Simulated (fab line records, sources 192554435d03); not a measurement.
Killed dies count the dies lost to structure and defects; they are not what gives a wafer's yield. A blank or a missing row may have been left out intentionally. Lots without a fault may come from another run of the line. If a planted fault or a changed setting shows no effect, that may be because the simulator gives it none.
Chamber matching	flow n5 finfet	4 sister chambers for N5_DUMMY_GATE_ETCH_37 on rie diel-06
The step etches SOC in N2/H2, target depth 60 nm, overetch 30 nm. 24 wafers are shown with their chamber, then 12 later ones without.

## EACH WAFER AND ITS CHAMBER
wafer	chamber	showerhead plenum p Torr (Torr)	rf vpp V (V)	throttle valve pct (%)
L075.3	3	2.61	524.9	17.6
L075.4	0	2.70	529.2	17.4
L075.6	0	2.70	528.5	17.4
L076.3	1	2.60	525.6	17.9
L076.4	3	2.61	524.9	17.6
L076.6	2	2.43	520.5	18.3
L078.2	0	2.70	528.8	17.4
L078.4	1	2.60	524.8	17.9
L078.5	2	2.43	520.9	18.3
L079.2	0	2.70	530.1	17.4
L079.3	2	2.43	520.4	18.3
L079.5	0	2.70	529.2	17.4
L081.1	3	2.61	525.0	17.6
L081.3	0	2.70	527.5	17.4
L081.6	1	2.60	526.4	17.9
L087.2	2	2.42	520.7	18.3
L087.4	0	2.69	527.9	17.4
L087.5	3	2.61	525.8	17.1
L088.1	2	2.42	520.5	18.3
L088.2	3	2.60	525.0	17.2
L088.3	1	2.60	527.0	17.5
L088.4	0	2.69	528.3	17.4
L088.5	0	2.69	528.1	17.4
L088.6	3	2.60	525.1	17.1

SIGNATURES (means of the wafers above)
reading	chamber 0	chamber 1	chamber 2	chamber 3	scatter within a chamber
showerhead plenum p Torr	2.6967	2.6000	2.4260	2.6067	0.00476
rf vpp V	528.622	525.950	520.600	525.117	0.654
throttle valve pct	17.400	17.800	18.300	17.367	0.151
Rule: for a wafer and a chamber, the distance is found by dividing, reading by reading, the gap between the wafer's reading and the chamber's mean by the reading's scatter, squaring, summing and taking the root. The wafer belongs to the nearest chamber; if the next one is less than 2 further off, it can't be placed. The scatter is the square root of a quotient: the sum, over the shown wafers, of each reading's squared deviation from its chamber's mean, divided by wafers minus chambers.

## WAFERS MISSING THEIR CHAMBER
wafer	showerhead plenum p Torr (Torr)	rf vpp V (V)	throttle valve pct (%)
L089.3	2.60	524.5	17.1
L089.4	2.69	528.5	17.4
L089.5	2.60	524.9	17.5
L090.3	2.59	525.7	17.5
L090.4	2.69	528.3	17.4
L090.5	2.59	526.4	17.5
L094.1	2.59	525.6	17.5
L094.2	2.42	519.7	18.3
L094.3	2.60	524.8	17.1
L096.3	2.59	525.3	17.5
L096.4	2.69	530.2	17.4
L096.5	2.60	526.7	17.2

## THE CHAMBER EACH PASSED THROUGH
wafer	from the rows above	in truth
L089.3	3	3
L089.4	0	0
L089.5	can't be placed: 3 or 1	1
L090.3	can't be placed: 1 or 3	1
L090.4	0	0
L090.5	can't be placed: 1 or 3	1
L094.1	can't be placed: 1 or 3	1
L094.2	2	2
L094.3	3	3
L096.3	can't be placed: 1 or 3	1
L096.4	0	0
L096.5	can't be placed: 3 or 1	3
6 of 12 placed correctly. Cannot be placed on the basis of these rows: 6; the candidates contain the true chamber in 6. Wrongly placed: 0.
